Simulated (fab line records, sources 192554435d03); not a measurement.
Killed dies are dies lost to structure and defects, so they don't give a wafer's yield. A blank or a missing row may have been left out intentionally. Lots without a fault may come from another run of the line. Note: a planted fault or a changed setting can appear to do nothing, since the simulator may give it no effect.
8D (eight disciplines) problem report, filled in by code | flow n5_finfet | the parts of the form that need people (team, actions taken, sign-off) are left out

1. PROBLEM STATEMENT
raw_defect_count at N5_STI_FIN_REVEAL_INSPECT_13 reads a mean of 524 on 6 wafers of 2 lots; wafers without a fault read 12 with a standard deviation of 5.2. Measured from the usual mean, that is +98 standard deviations.
The step: inspects for defects (darkfield).
Earliest sighting: wafer L334.1 on defect_inspect-01 at day 5 07:18. The record holds 30 wafers of 10 lots with a number at this step. By rule, "out" or "out of limits" means more than 4 standard deviations away from the usual mean. The rest of the wafers with a number are treated as sound.

2. WHAT IT IS AND WHAT IT IS NOT
question                    | is                                   | is not
which readings at this step | raw_defect_count                     | -
which lots                  | L334, L337                           | L324, L326, L329, L330, L331, L333, L340, L343
which wafers of those lots  | all that have a number               | -
read on which gauges        | defect_inspect-01, defect_inspect-02 | -
when                        | from day 5 07:18                     | up to then (18 sound wafers); but 6 sound wafers of L340, L343 came after

3. THE SUSPECTS, EACH WITH WHAT RULES IT OUT
Counting: any tool at a process step up to the reading is kept as a suspect provided that every lot that is out went through it and no sound lot did after the first of them.
- ruled out: the gauge at N5_STI_FIN_REVEAL_INSPECT_13. 2 gauges (defect_inspect-01, defect_inspect-02) read the wafers that are out.
- wet_bench-02 at N5_STI_FIN_REVEAL_CLEAN_19 (cleans in O3/DIW, time 120 s): kept. Every lot that is out went through it, starting with L334 (day 5 07:07), and after that it ran no sound lot; the last sound lot it ran before then is L329 (day 4 00:50).
After counting, what remains is wet_bench-02 at N5_STI_FIN_REVEAL_CLEAN_19.

4. THE CAUSE (what the simulator had put in)
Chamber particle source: wet_bench-02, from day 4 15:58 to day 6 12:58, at N5_STI_FIN_REVEAL_CLEAN_19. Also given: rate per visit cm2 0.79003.
This tool alone remained once counting was done.

5. SEQUENCE OF EFFECTS, ordered by route
Rows list readings where the struck wafers' mean (over those with a number) sits beyond 3 standard deviations from the usual. Scope: only readings with a usual standard deviation given in the record; hours: median across lots of the time from each lot's start at the first step in this table that gives one to its start at this step; sigmas: change in usual standard deviations.
hours | step                         | reading              | usual  | on struck wafers | change | sigmas
0     | N5_STI_FIN_REVEAL_INSPECT_13 | raw_defect_count     | 12     | 524              | +512   | +98
231   | N5_PASSIVATION_PROBE_49      | defect_limited_yield | 91.6 % | 84.1             | -7.5   | -4.7
231   | N5_PASSIVATION_PROBE_49      | killed_at_front_end  | 39     | 136              | +97    | +8.1
231   | N5_PASSIVATION_PROBE_49      | killed_dies          | 100    | 187              | +87    | +4.6
231   | N5_PASSIVATION_PROBE_49      | sort_bin_5_function  | 5.0 %  | 10.3             | +5.3   | +4.8
231   | N5_PASSIVATION_PROBE_49      | sort_n_pass          | 1080   | 993              | -87    | -4.9
231   | N5_PASSIVATION_PROBE_49      | sort_yield_pct       | 91.6 % | 84.1             | -7.5   | -4.7
It contains these process steps:
- N5_PASSIVATION_PROBE_49
At these later measuring or inspecting steps, every struck wafer for which the step has a row has a number for every such reading, and none has moved that far: N5_BEOL_M4_RC_MEAS_101.

6. WHAT WOULD HAVE CAUGHT IT SOONER
In this record the first reading out of limits at a measuring or inspecting step was taken at day 5 07:18, 15 hours after the fault began at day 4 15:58.
Among the 2 lots that are out, L337 began N5_STI_FIN_REVEAL_CLEAN_19 on wet_bench-02 after day 5 07:18. A hold on the tool at that time would have spared it.
